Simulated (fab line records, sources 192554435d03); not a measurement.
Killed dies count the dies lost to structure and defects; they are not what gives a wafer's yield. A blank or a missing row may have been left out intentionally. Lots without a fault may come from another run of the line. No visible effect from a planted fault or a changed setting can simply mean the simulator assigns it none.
Code-filled problem report in 8D (eight disciplines) form || flow n5_finfet || the parts of the form that need people (team, actions taken, sign-off) are left out

== 1. WHAT IS WRONG ==
At N5_PASSIVATION_PROBE_49, killed_at_contacts averages 374 over 4 wafers from 2 lots, while fault-free wafers read 12, standard deviation 6.1. Measured from the usual mean, that is +59 standard deviations.
Earliest sighting: wafer L523.4 on prober-01 at day 16 17:01. Wafers with a number at this step in the record: 18, from 6 lots. By rule, "out" or "out of limits" means more than 4 standard deviations away from the usual mean. All remaining wafers that have a number are taken as sound.

== 2. WHAT IT IS; WHAT IT IS NOT ==
{"question": "which readings at this step", "is": "killed_at_contacts, defect_limited_yield, killed_dies, killed_on_rim, sort_bin_5_function, sort_n_pass, sort_yield_pct", "is not": "killed_at_M0_to_M3, killed_at_M4_up, killed_at_front_end, killed_at_other, killed_open, sort_bin_6_memory"}
{"question": "which lots", "is": "L523, L530", "is not": "L511, L512, L513, L518"}
{"question": "which wafers of those lots", "is": "L523.4, L523.6, L530.2, L530.6", "is not": "L523.3, L530.1"}
{"question": "read on which tools", "is": "prober-01, prober-02", "is not": "-"}
{"question": "when", "is": "from day 16 17:01", "is not": "up to then (13 sound wafers); but 1 sound wafer of L530 came after"}

== 3. SUSPECTS, AND WHAT RULES EACH OUT ==
Counting: a tool at a process step up to the reading stays a suspect if it ran every lot that is out. Sound lots after the first of them don't rule it out here, since some wafers of a struck lot are sound.
- rie_diel-06 at N5_MOL_CONTACT_COAG_ETCHBACK_135 (etches SiO2 in CHF3, target depth 25 nm, time 16.7 s): kept. It ran every lot that is out, first L523 (day 9 05:23); its last sound lot up to then is L518 (day 7 22:35).
- ald_sin-04 at N5_MOL_CONTACT_COAG_ALD_133 (deposits SiO2, target thk 5 nm, pulse time 1 s, co reactant pulse time 1 s): kept. It ran every lot that is out, first L523 (day 9 06:28).
- rie_diel-03 at N5_MOL_CONTACT_COAG_ETCHBACK_134 (etches SiO2 in CHF3, target depth 10 nm, time 6.7 s): kept. It ran every lot that is out, first L523 (day 9 06:39); its last sound lot up to then is L518 (day 8 00:08).
rie_diel-06 at N5_MOL_CONTACT_COAG_ETCHBACK_135, ald_sin-04 at N5_MOL_CONTACT_COAG_ALD_133 and rie_diel-03 at N5_MOL_CONTACT_COAG_ETCHBACK_134 are what is left after counting.

== 4. THE CAUSE (what the simulator had put in) ==
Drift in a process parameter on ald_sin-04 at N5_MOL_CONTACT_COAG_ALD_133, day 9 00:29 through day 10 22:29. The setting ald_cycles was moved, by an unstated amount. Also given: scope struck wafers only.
This tool is one of the 3 suspects left after counting.

== 5. THE CHAIN OF EFFECTS, in route order ==
Rows list readings where the struck wafers' mean (over those with a number) sits beyond 3 standard deviations from the usual. Readings are gone through only where the record gives a usual standard deviation; hours: the median, over the lots, of the time from a lot's start at the first step in this table giving one to that lot's start at this step; sigmas: the change measured in usual standard deviations.
{"hours": 0, "step": "N5_PASSIVATION_PROBE_49", "reading": "defect_limited_yield", "usual": "91.6 %", "on struck wafers": 60.6, "change": -30.9, "sigmas": -19}
{"hours": 0, "step": "N5_PASSIVATION_PROBE_49", "reading": "killed_at_contacts", "usual": 12, "on struck wafers": 374, "change": "+362", "sigmas": "+59"}
{"hours": 0, "step": "N5_PASSIVATION_PROBE_49", "reading": "killed_dies", "usual": 100, "on struck wafers": 464, "change": "+364", "sigmas": "+19"}
{"hours": 0, "step": "N5_PASSIVATION_PROBE_49", "reading": "killed_on_rim", "usual": 13, "on struck wafers": 58, "change": "+46", "sigmas": "+11"}
{"hours": 0, "step": "N5_PASSIVATION_PROBE_49", "reading": "sort_bin_5_function", "usual": "5.0 %", "on struck wafers": 35.7, "change": "+30.7", "sigmas": "+28"}
{"hours": 0, "step": "N5_PASSIVATION_PROBE_49", "reading": "sort_n_pass", "usual": 1080, "on struck wafers": 716, "change": -364, "sigmas": -20}
{"hours": 0, "step": "N5_PASSIVATION_PROBE_49", "reading": "sort_yield_pct", "usual": "91.6 %", "on struck wafers": 60.6, "change": -30.9, "sigmas": -19}
Process steps it contains:
- N5_PASSIVATION_PROBE_49
Readings that are blank on the struck wafers while sound wafers have them: DIBL_N at N5_BEOL_M4_RC_MEAS_101; DIBL_P at N5_BEOL_M4_RC_MEAS_101; IOFF_N at N5_BEOL_M4_RC_MEAS_101; IOFF_P at N5_BEOL_M4_RC_MEAS_101; ION_N at N5_BEOL_M4_RC_MEAS_101; ION_P at N5_BEOL_M4_RC_MEAS_101; SS_N at N5_BEOL_M4_RC_MEAS_101; SS_P at N5_BEOL_M4_RC_MEAS_101; and 2 more.

== 6. WHAT WOULD HAVE CAUGHT IT SOONER ==
In this record the first reading out of limits was taken at day 16 17:01, 185 hours after the fault began at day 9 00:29.
Between N5_MOL_CONTACT_COAG_ALD_133 and N5_PASSIVATION_PROBE_49, N5_BEOL_M4_RC_MEAS_101 gave no DIBL_N and N5_BEOL_M4_RC_MEAS_101 gave no DIBL_P and N5_BEOL_M4_RC_MEAS_101 gave no IOFF_N on the struck wafers, where sound wafers have one: a measuring or inspecting step that comes back empty is itself a sign.
Tool readings at N5_MOL_CONTACT_COAG_ALD_133 with a usual standard deviation given in the record: none out on any struck wafer, hence no alarm at a limit of 4 standard deviations on them.
Lots out: 2; all had begun N5_MOL_CONTACT_COAG_ALD_133 on ald_sin-04 by day 16 17:01. Holding the tool at that point would not have protected any of them.
